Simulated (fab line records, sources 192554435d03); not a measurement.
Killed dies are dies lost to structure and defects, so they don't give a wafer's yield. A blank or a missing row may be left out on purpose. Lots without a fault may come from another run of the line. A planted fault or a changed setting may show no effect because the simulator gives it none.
Chamber matching | flow n5_finfet | N5_BEOL_M13_DEP_53 on pecvd-03: 3 sister chambers
The step deposits SiCN from 3MS/NH3, target thk 50 nm, time 17.8 s. 16 wafers are shown with their chamber, then 8 later ones without.

WAFERS WITH THEIR CHAMBER
wafer  | chamber | throttle_valve_pct (%) | showerhead_plenum_p_Torr (Torr)
L079.2 | 2       | 16.4                   | 4.109
L079.3 | 0       | 18.0                   | 4.155
L079.4 | 2       | 16.6                   | 4.110
L085.1 | 2       | 16.2                   | 4.106
L085.2 | 1       | 18.7                   | 4.174
L085.3 | 0       | 18.4                   | 4.174
L085.4 | 0       | 18.3                   | 4.183
L085.5 | 1       | 18.5                   | 4.179
L085.6 | 2       | 16.3                   | 4.105
L086.2 | 0       | 18.3                   | 4.179
L086.3 | 0       | 17.9                   | 4.169
L086.6 | 0       | 18.6                   | 4.183
L087.1 | 1       | 18.4                   | 4.174
L087.5 | 1       | 18.7                   | 4.189
L087.6 | 2       | 16.1                   | 4.112
L091.2 | 2       | 16.5                   | 4.110

SIGNATURES (means of the wafers above)
reading                  | chamber 0 | chamber 1 | chamber 2 | scatter within a chamber
throttle_valve_pct       | 18.250    | 18.575    | 16.350    | 0.211
showerhead_plenum_p_Torr | 4.17383   | 4.17900   | 4.10867   | 0.00764
Rule: a wafer's distance from a chamber is the root of the sum, over the readings, of the square of ((its reading less the chamber's mean) divided by the reading's scatter). The wafer belongs to the nearest chamber; if the next one is less than 2 further off, it can't be placed. The scatter: the root of (the sum of the squares of (reading less its chamber's mean) over the shown wafers, divided by (wafers less chambers)).

WAFERS WITHOUT THEIR CHAMBER
wafer  | throttle_valve_pct (%) | showerhead_plenum_p_Torr (Torr)
L091.3 | 18.6                   | 4.189
L091.6 | 16.5                   | 4.105
L093.1 | 18.5                   | 4.186
L093.2 | 18.3                   | 4.164
L093.5 | 16.5                   | 4.107
L096.1 | 18.2                   | 4.184
L096.3 | 16.8                   | 4.110
L096.4 | 16.4                   | 4.102

WHICH CHAMBER EACH WENT THROUGH
wafer  | from the rows above     | in truth
L091.3 | can't be placed: 1 or 0 | 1
L091.6 | 2                       | 2
L093.1 | can't be placed: 1 or 0 | 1
L093.2 | can't be placed: 0 or 1 | 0
L093.5 | 2                       | 2
L096.1 | can't be placed: 0 or 1 | 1
L096.3 | 2                       | 2
L096.4 | 2                       | 2
Placed correctly: 4 of 8. Can't be placed from these rows: 4 (the true chamber is among the candidates in 4). Placed wrongly: 0.
